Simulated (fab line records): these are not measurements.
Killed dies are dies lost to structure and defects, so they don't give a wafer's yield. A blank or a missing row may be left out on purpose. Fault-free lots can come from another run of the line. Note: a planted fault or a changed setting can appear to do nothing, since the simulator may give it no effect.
Matching of chambers / flow nand-harc / NHARC_A_BLC_CMP_25 on cmp-03: 4 sister chambers
The step polishes, t overpolish 30 s, target thk 150 nm. 14 wafers are shown with their chamber, then 6 later ones without.

## WAFERS WITH THEIR CHAMBER
wafer=L357.2; chamber=1; motor-current-A (A)=11.7; time-to-endpoint-s (s)=29.4; overpolish-run-s (s)=29.997
wafer=L357.4; chamber=2; motor-current-A (A)=12.1; time-to-endpoint-s (s)=27.5; overpolish-run-s (s)=29.993
wafer=L357.5; chamber=1; motor-current-A (A)=12.1; time-to-endpoint-s (s)=28.7; overpolish-run-s (s)=29.990
wafer=L359.1; chamber=2; motor-current-A (A)=11.9; time-to-endpoint-s (s)=28.5; overpolish-run-s (s)=29.996
wafer=L359.2; chamber=1; motor-current-A (A)=12.0; time-to-endpoint-s (s)=28.1; overpolish-run-s (s)=29.980
wafer=L359.3; chamber=0; motor-current-A (A)=12.8; time-to-endpoint-s (s)=28.0; overpolish-run-s (s)=29.996
wafer=L365.3; chamber=0; motor-current-A (A)=12.9; time-to-endpoint-s (s)=29.6; overpolish-run-s (s)=30.004
wafer=L365.4; chamber=2; motor-current-A (A)=12.3; time-to-endpoint-s (s)=31.9; overpolish-run-s (s)=29.999
wafer=L371.2; chamber=2; motor-current-A (A)=12.3; time-to-endpoint-s (s)=29.5; overpolish-run-s (s)=30.005
wafer=L371.3; chamber=3; motor-current-A (A)=11.6; time-to-endpoint-s (s)=33.0; overpolish-run-s (s)=30.009
wafer=L371.5; chamber=3; motor-current-A (A)=12.1; time-to-endpoint-s (s)=32.0; overpolish-run-s (s)=30.005
wafer=L373.2; chamber=2; motor-current-A (A)=12.4; time-to-endpoint-s (s)=29.5; overpolish-run-s (s)=29.995
wafer=L373.5; chamber=1; motor-current-A (A)=11.7; time-to-endpoint-s (s)=28.7; overpolish-run-s (s)=29.994
wafer=L373.6; chamber=0; motor-current-A (A)=13.2; time-to-endpoint-s (s)=28.1; overpolish-run-s (s)=30.000

SIGNATURES (means of the wafers above)
reading=motor-current-A; chamber 0=12.967; chamber 1=11.875; chamber 2=12.200; chamber 3=11.850; scatter within a chamber=0.223
reading=time-to-endpoint-s; chamber 0=28.567; chamber 1=28.725; chamber 2=29.380; chamber 3=32.500; scatter within a chamber=1.17
reading=overpolish-run-s; chamber 0=30.00000; chamber 1=29.99025; chamber 2=29.99760; chamber 3=30.00700; scatter within a chamber=0.0054
Rule: distance of a wafer from a chamber = root of the sum over the readings of ((wafer's reading minus chamber's mean) / reading's scatter) squared. If the next closest chamber is less than 2 further off than the closest, the wafer can't be placed; otherwise it belongs to the closest. How the scatter is found: for the shown wafers, subtract from each reading the mean of its chamber, square and add these, divide the total by (wafers less chambers), then take the root.

## WAFERS WITHOUT THEIR CHAMBER
wafer=L376.1; motor-current-A (A)=12.5; time-to-endpoint-s (s)=29.3; overpolish-run-s (s)=30.003
wafer=L376.2; motor-current-A (A)=11.8; time-to-endpoint-s (s)=27.7; overpolish-run-s (s)=30.000
wafer=L376.5; motor-current-A (A)=12.3; time-to-endpoint-s (s)=27.3; overpolish-run-s (s)=30.011
wafer=L379.1; motor-current-A (A)=12.2; time-to-endpoint-s (s)=25.1; overpolish-run-s (s)=30.001
wafer=L379.2; motor-current-A (A)=13.6; time-to-endpoint-s (s)=26.6; overpolish-run-s (s)=29.992
wafer=L379.4; motor-current-A (A)=12.3; time-to-endpoint-s (s)=25.8; overpolish-run-s (s)=29.989

## CHAMBER TAKEN BY EACH
wafer=L376.1; from the rows above=can't be placed: 2 or 0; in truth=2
wafer=L376.2; from the rows above=can't be placed: 1 or 2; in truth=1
wafer=L376.5; from the rows above=can't be placed: 2 or 0 or 1 or 3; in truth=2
wafer=L379.1; from the rows above=can't be placed: 2 or 1 or 0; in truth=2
wafer=L379.2; from the rows above=0; in truth=0
wafer=L379.4; from the rows above=can't be placed: 1 or 2 or 0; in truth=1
Placed correctly: 1 of 6. From these rows, 5 cannot be placed; in 5 the true chamber is one of the candidates. Wrongly placed: 0.
